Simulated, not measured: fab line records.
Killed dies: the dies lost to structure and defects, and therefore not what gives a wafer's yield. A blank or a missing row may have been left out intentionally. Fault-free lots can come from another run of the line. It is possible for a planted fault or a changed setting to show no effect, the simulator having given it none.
Which tool did it? || flow n5 finfet || Sampling: 12 lots, 36 wafers, 3 of 1938 route steps

## WHAT EACH GAUGE READ, for each wafer
N5_BEOL_M9_THK_MEAS_01.
{"lot": "L074", "measured": "day 10 00:00", "on": "film metro-01", "M9_ILD_THK (nm)": "267 266 269"}
{"lot": "L077", "measured": "day 10 15:23", "on": "film metro-01", "M9_ILD_THK (nm)": "263 262 266"}
{"lot": "L080", "measured": "day 11 03:53", "on": "film metro-02", "M9_ILD_THK (nm)": "260 264 268"}
{"lot": "L081", "measured": "day 11 11:37", "on": "film metro-02", "M9_ILD_THK (nm)": "266 269 265"}
{"lot": "L083", "measured": "day 12 09:22", "on": "film metro-02", "M9_ILD_THK (nm)": "272 270 271"}
{"lot": "L084", "measured": "day 12 10:51", "on": "film metro-02", "M9_ILD_THK (nm)": "268 273 275"}
{"lot": "L087", "measured": "day 12 14:25", "on": "film metro-01", "M9_ILD_THK (nm)": "266 265 269"}
{"lot": "L091", "measured": "day 14 01:02", "on": "film metro-02", "M9_ILD_THK (nm)": "264 262 268"}
{"lot": "L090", "measured": "day 14 05:43", "on": "film metro-01", "M9_ILD_THK (nm)": "269 276 274"}
{"lot": "L092", "measured": "day 14 10:50", "on": "film metro-02", "M9_ILD_THK (nm)": "266 262 271"}
{"lot": "L095", "measured": "day 15 05:34", "on": "film metro-02", "M9_ILD_THK (nm)": "269 267 271"}
{"lot": "L097", "measured": "day 15 13:06", "on": "film metro-01", "M9_ILD_THK (nm)": "262 266 268"}

## EACH LOT AND THE TOOL THAT RAN IT (in order: tool; ch and the chambers of the sampled wafers; start)
{"lot": "L074", "N5_BEOL_M8_SPUTTER_48": "pvd sputter-03, day 9 22:22", "N5_BEOL_M9_CURE_71": "uv cure-03 ch 0, day 9 23:29"}
{"lot": "L077", "N5_BEOL_M8_SPUTTER_48": "pvd sputter-02, day 10 13:47", "N5_BEOL_M9_CURE_71": "uv cure-03 ch 0, day 10 14:56"}
{"lot": "L080", "N5_BEOL_M8_SPUTTER_48": "pvd sputter-01, day 11 02:15", "N5_BEOL_M9_CURE_71": "uv cure-03 ch 0, day 11 03:22"}
{"lot": "L081", "N5_BEOL_M8_SPUTTER_48": "pvd sputter-03, day 11 09:58", "N5_BEOL_M9_CURE_71": "uv cure-03 ch 1, day 11 11:16"}
{"lot": "L083", "N5_BEOL_M8_SPUTTER_48": "pvd sputter-01, day 12 07:47", "N5_BEOL_M9_CURE_71": "uv cure-01 ch 2, day 12 09:05"}
{"lot": "L084", "N5_BEOL_M8_SPUTTER_48": "pvd sputter-02, day 12 09:11", "N5_BEOL_M9_CURE_71": "uv cure-01 ch 0, day 12 10:25"}
{"lot": "L087", "N5_BEOL_M8_SPUTTER_48": "pvd sputter-02, day 12 12:47", "N5_BEOL_M9_CURE_71": "uv cure-02 ch 0, day 12 13:53"}
{"lot": "L091", "N5_BEOL_M8_SPUTTER_48": "pvd sputter-02, day 13 22:48", "N5_BEOL_M9_CURE_71": "uv cure-02 ch 0, day 14 00:31"}
{"lot": "L090", "N5_BEOL_M8_SPUTTER_48": "pvd sputter-03, day 14 03:46", "N5_BEOL_M9_CURE_71": "uv cure-03 ch 0, day 14 05:16"}
{"lot": "L092", "N5_BEOL_M8_SPUTTER_48": "pvd sputter-03, day 14 09:14", "N5_BEOL_M9_CURE_71": "uv cure-02 ch 0, day 14 10:24"}
{"lot": "L095", "N5_BEOL_M8_SPUTTER_48": "pvd sputter-02, day 15 03:40", "N5_BEOL_M9_CURE_71": "uv cure-01 ch 2, day 15 05:17"}
{"lot": "L097", "N5_BEOL_M8_SPUTTER_48": "pvd sputter-03, day 15 11:29", "N5_BEOL_M9_CURE_71": "uv cure-02 ch 1, day 15 12:35"}
- N5_BEOL_M8_SPUTTER_48: material Cu, target thk 10 nm, time 1.667 s.
- N5_BEOL_M9_CURE_71: cures SiCOH lowk, time 240 s.

## THE ANSWER, worked out from the rows above alone
Rule: the usual values come from the lots themselves. Put in order of their means at a reading, lots are off if they are a third of the lots or fewer, leave a main group of 4 or more, and stand apart from it by a gap of 3 or more times the standard deviation of the main group's means; of several such gaps the widest counts. If all means in a main group match to the digits the tables above print for the reading, that group is not used. Also off: a lot with no number at a reading for which 4 or more lots have one. The other lots that the step has rows for count as sound.
Across all readings shown, no lot is off: no conclusion can be drawn from this.

## WHAT HAD BEEN PUT IN BY THE SIMULATOR
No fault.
